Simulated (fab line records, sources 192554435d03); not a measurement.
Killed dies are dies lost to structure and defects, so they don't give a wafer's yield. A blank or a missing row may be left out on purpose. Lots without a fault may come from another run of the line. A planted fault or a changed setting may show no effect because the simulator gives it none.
A struck lot beside a sound one | flow n5_finfet | 37 steps out of a route of 1938
Sound: wafers L748.2, L748.3, L748.6. Struck: wafers L741.2, L741.3, L741.6. The cause comes at the end.
At each step with rows: each side's tool, then ch and its chambers, then its first start. Under that, the readings that differ: sound wafers | struck wafers | difference of the means | sigmas: that difference in standard deviations of wafers without a fault.
alike: readings whose means differ by less than 2 such deviations, and words and numbers that are the same on both sides. not compared: withheld readings, readings that some wafer has no value for, bounds like >300 that may hide the same value, and numbers for which the record gives no deviation and whose values overlap.
The two part at a step that has a row with sigmas, a row that says differs or no value, or rows on one side only. Numbers that don't overlap but have no deviation are shown without sigmas and don't part them. A reading that every wafer of one side lacks parts them only if that side has two wafers or more.

first, 9 steps without rows for these wafers: N5_BEOL_M4_ANNEAL_95 (time 240 s); N5_BEOL_M4_SPUTTER_96 (material Cu, target thk 4.5 nm, time 8.29 s); N5_BEOL_M4_ECD_50 (material Cu, target thk 300 nm); N5_BEOL_M4_ANNEAL_51 (time 90 s); N5_BEOL_M4_CMP_52 (polishes, stops on SiOC, t overpolish 6.8 s, target thk 40 nm); N5_BEOL_M4_PRE_CLEAN_60 (time 15 s); N5_BEOL_M4_CO_CAP_55 (material Co, precursor CCTBA/H2, target thk 2 nm, time 102.1 s); N5_BEOL_M4_PRE_CLEAN_56 (time 15 s); N5_BEOL_M4_DEP_57 (deposits SiCN from 3MS/NH3, target thk 8 nm, time 14 s).
N5_BEOL_M4_RC_MEAS_101:
  sound on prober-02 ch 0, day 13 05:36; struck on prober-02 ch 0, day 11 16:17
  alike: DIBL_N, DIBL_P, IOFF_N, IOFF_P, ION_N, ION_P, SS_N, SS_P, VT_N, VT_P
then, 24 steps without rows for these wafers: N5_BEOL_M5_ILD_DEP_00 (deposits SiCOH lowk from DEMS/porogen, target thk 140.64 nm, time 25.9 s); N5_BEOL_M5_CURE_79 (cures SiCOH lowk, time 240 s); N5_BEOL_M5_PECVD_70 (deposits SiO2 from TEOS/O2, target thk 16 nm, time 18 s); N5_BEOL_M5_HM_DEP_02 (deposits TiN, target thk 20 nm); N5_BEOL_M5_COAT_59 (time 60 s, resist thk 60 nm); N5_BEOL_M5_COAT_60 (time 60 s, resist thk 12 nm); N5_BEOL_M5_COAT_71 (time 60 s, resist thk 5 nm); N5_BEOL_M5_COAT_05 (resist thk 30 nm); N5_BEOL_M5_EBR_07; N5_BEOL_M5_SOFTBAKE_06 (time 60 s); N5_BEOL_M5_EXPOSE_08 (exposes mask M5, target cd 28 nm); N5_BEOL_M5_PEB_09 (peb time 60 s); N5_BEOL_M5_DEVELOP_10 (develop time 30 s); N5_BEOL_M5_DESCUM_16 (chemistry O2, time 7 s); N5_BEOL_M5_ETCH_72 (etches underlayer in N2/H2, target depth 6.5 nm, time 5.2 s); N5_BEOL_M5_ETCH_61 (etches SiARC in CF4, target depth 15.6 nm, time 26 s); N5_BEOL_M5_ETCH_62 (etches SOC in N2/H2, target depth 75 nm, overetch 15 nm, time 112.5 s); N5_BEOL_M5_STRIP_63 (strips in N2/H2); N5_BEOL_M5_STRIP_73 (strips in N2/H2); N5_BEOL_M5_STRIP_64 (strips in CF4); N5_BEOL_M5_HM_OPEN_17 (chemistry Cl2/BCl3, target TiN, target depth 20 nm, overetch 6 nm); N5_BEOL_M5_STRIP_19 (strips in O2); N5_BEOL_M5_COAT_65 (time 60 s, resist thk 60 nm); N5_BEOL_M5_COAT_66 (time 60 s, resist thk 12 nm).
N5_BEOL_M7_ILD_DEP_00: deposits SiCOH lowk from DEMS/porogen, target thk 179.75 nm, time 33.4 s.
  sound on pecvd-02 ch 1,2, day 14 05:11; struck on pecvd-04 ch 0,2, day 12 11:20
  no value came back on the struck wafers for any of 5 readings (chamber_pressure_Torr (Torr), heater_power_outer_w (W) and others); on the sound wafers chamber_pressure_Torr (Torr) reads 4.993 5.002 4.984
N5_BEOL_M7_OCD_MEAS_38:
  sound on ocd-01, day 14 11:16; struck on ocd-02, day 12 15:14
  reading              | sound          | struck | difference                    | sigmas
  trench_depth_nm (nm) | 94.6 93.8 94.8 | - - -  | no value on the struck wafers |
-- the record jumps here: 3 days lie between the struck wafers' starts before and after (it left off in module BEOL_M7 and takes up again in module PASSIVATION, whose first step shown is number 1936 of the route) --
N5_PASSIVATION_PROBE_49:
  sound on prober-02, day 17 11:59; struck on prober-02, day 16 03:01
  reading                  | sound | struck         | difference | sigmas
  defect_limited_yield (%) | 90.5  | 0 0 0          | -90        | -65
  killed_at_M0_to_M3       | 52    | 3 5 8          | -47        | -4
  killed_at_M4_up          | 14    | 1165 1159 1162 | +1148      | +99 or more
  killed_dies              | 112   | 1180 1180 1180 | +1068      | +63
  killed_on_rim            | 14    | 152 152 152    | +138       | +34
  killed_open              | 78    | 13 15 7        | -66        | -5
  killed_short             | 31    | 4 11 12        | -22        | -3
  sort_bin_5_function (%)  | 4.9   | 74.0 72.3 73.4 | +68.3      | +77
  sort_n_pass              | 1068  | 0 0 0          | -1068      | -63
  sort_yield_pct (%)       | 90.5  | 0 0 0          | -90        | -65
  alike: killed_at_contacts, killed_at_front_end, killed_at_other, sort_bin_6_memory

WHERE THEY PART
First at N5_BEOL_M7_ILD_DEP_00; last, within this record, at N5_PASSIVATION_PROBE_49.

WHY: what the simulator had put in
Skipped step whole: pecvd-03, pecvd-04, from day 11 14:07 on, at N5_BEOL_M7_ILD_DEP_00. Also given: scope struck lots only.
